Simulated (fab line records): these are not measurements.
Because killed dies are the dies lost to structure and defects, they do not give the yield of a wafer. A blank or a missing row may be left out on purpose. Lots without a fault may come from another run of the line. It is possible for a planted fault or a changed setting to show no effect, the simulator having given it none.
Struck lot and sound lot, side by side / flow n5Finfet / 37 steps out of a route of 1938
Sound: the wafers L349.2, L349.4, L349.5. Struck: wafers L339.2, L339.3, L339.5. The cause is given at the end.
Each step with rows lists, per side, the tool, then ch with its chambers, then its first start. Under that, the readings that differ: sound wafers / struck wafers / difference of the means / sigmas: that difference in standard deviations of wafers without a fault.
alike: a reading whose means differ by less than 2 such deviations, as well as words and numbers matching on both sides. not compared: withheld readings; readings where some wafer has no value; bounds like >300 that might hide an equal value; numbers whose values overlap and for which the record gives no deviation.
Wherever a step has rows on one side only, a row that says differs or no value, or a row with sigmas, the two part there. Numbers that have no deviation but don't overlap get no sigmas and don't part them. Lack of a reading on every wafer of one side parts them only where that side has two or more wafers.

first, 9 steps without rows for these wafers: N5_BEOL_M4_ANNEAL_95 (time 240 s); N5_BEOL_M4_SPUTTER_96 (material Cu, target thk 4.5 nm, time 8.29 s); N5_BEOL_M4_ECD_50 (material Cu, target thk 300 nm); N5_BEOL_M4_ANNEAL_51 (time 90 s); N5_BEOL_M4_CMP_52 (polishes, stops on SiOC, t overpolish 6.8 s, target thk 40 nm); N5_BEOL_M4_PRE_CLEAN_60 (time 15 s); N5_BEOL_M4_CO_CAP_55 (material Co, precursor CCTBA/H2, target thk 2 nm, time 102.1 s); N5_BEOL_M4_PRE_CLEAN_56 (time 15 s); N5_BEOL_M4_DEP_57 (deposits SiCN from 3MS/NH3, target thk 8 nm, time 14 s).
N5_BEOL_M4_RC_MEAS_101:
  sound on prober-02 ch 0, day 12 03:12; struck on prober-02 ch 0, day 9 15:13
  alike: DIBL_N, DIBL_P, IOFF_N, IOFF_P, ION_N, ION_P, SS_N, SS_P, VT_N, VT_P
then, 24 steps without rows for these wafers: N5_BEOL_M5_ILD_DEP_00 (deposits SiCOH lowk from DEMS/porogen, target thk 140.64 nm, time 25.9 s); N5_BEOL_M5_CURE_79 (cures SiCOH lowk, time 240 s); N5_BEOL_M5_PECVD_70 (deposits SiO2 from TEOS/O2, target thk 16 nm, time 18 s); N5_BEOL_M5_HM_DEP_02 (deposits TiN, target thk 20 nm); N5_BEOL_M5_COAT_59 (time 60 s, resist thk 60 nm); N5_BEOL_M5_COAT_60 (time 60 s, resist thk 12 nm); N5_BEOL_M5_COAT_71 (time 60 s, resist thk 5 nm); N5_BEOL_M5_COAT_05 (resist thk 30 nm); N5_BEOL_M5_EBR_07; N5_BEOL_M5_SOFTBAKE_06 (time 60 s); N5_BEOL_M5_EXPOSE_08 (exposes mask M5, target cd 28 nm); N5_BEOL_M5_PEB_09 (peb time 60 s); N5_BEOL_M5_DEVELOP_10 (develop time 30 s); N5_BEOL_M5_DESCUM_16 (chemistry O2, time 7 s); N5_BEOL_M5_ETCH_72 (etches underlayer in N2/H2, target depth 6.5 nm, time 5.2 s); N5_BEOL_M5_ETCH_61 (etches SiARC in CF4, target depth 15.6 nm, time 26 s); N5_BEOL_M5_ETCH_62 (etches SOC in N2/H2, target depth 75 nm, overetch 15 nm, time 112.5 s); N5_BEOL_M5_STRIP_63 (strips in N2/H2); N5_BEOL_M5_STRIP_73 (strips in N2/H2); N5_BEOL_M5_STRIP_64 (strips in CF4); N5_BEOL_M5_HM_OPEN_17 (chemistry Cl2/BCl3, target TiN, target depth 20 nm, overetch 6 nm); N5_BEOL_M5_STRIP_19 (strips in O2); N5_BEOL_M5_COAT_65 (time 60 s, resist thk 60 nm); N5_BEOL_M5_COAT_66 (time 60 s, resist thk 12 nm).
N5_BEOL_M9_ECD_50: material Cu, target thk 318 nm.
  sound on ecdCu-01 ch 0,1, day 14 05:24; struck on ecdCu-01 ch 0,1, day 11 13:38
N5_BEOL_M9_CMP_52: polishes, stops on SiCOH lowk, t overpolish 7 s, target thk 140 nm.
  sound on cmp-01 ch 1,3, day 14 05:49; struck on cmp-03 ch 0,1,3, day 11 14:07
reading=timeToEndpointS (s); sound=67 71 67; struck=2 3 2; difference=-66; sigmas=-18
  alike: motorCurrentA, platenRpm
-- here the record skips 3 days between the struck wafers' starts before and after, leaving off in module BEOL_M9 and picking up in module PASSIVATION (first step shown: number 1936 of the route) --
N5_PASSIVATION_PROBE_49:
  record: rows for the struck wafers here (prober-01, day 14 03:08), none for the sound ones

## WHERE THEY PART
At N5_BEOL_M9_CMP_52 first; at N5_PASSIVATION_PROBE_49 last (within this record only).

WHY: what had been put in by the simulator
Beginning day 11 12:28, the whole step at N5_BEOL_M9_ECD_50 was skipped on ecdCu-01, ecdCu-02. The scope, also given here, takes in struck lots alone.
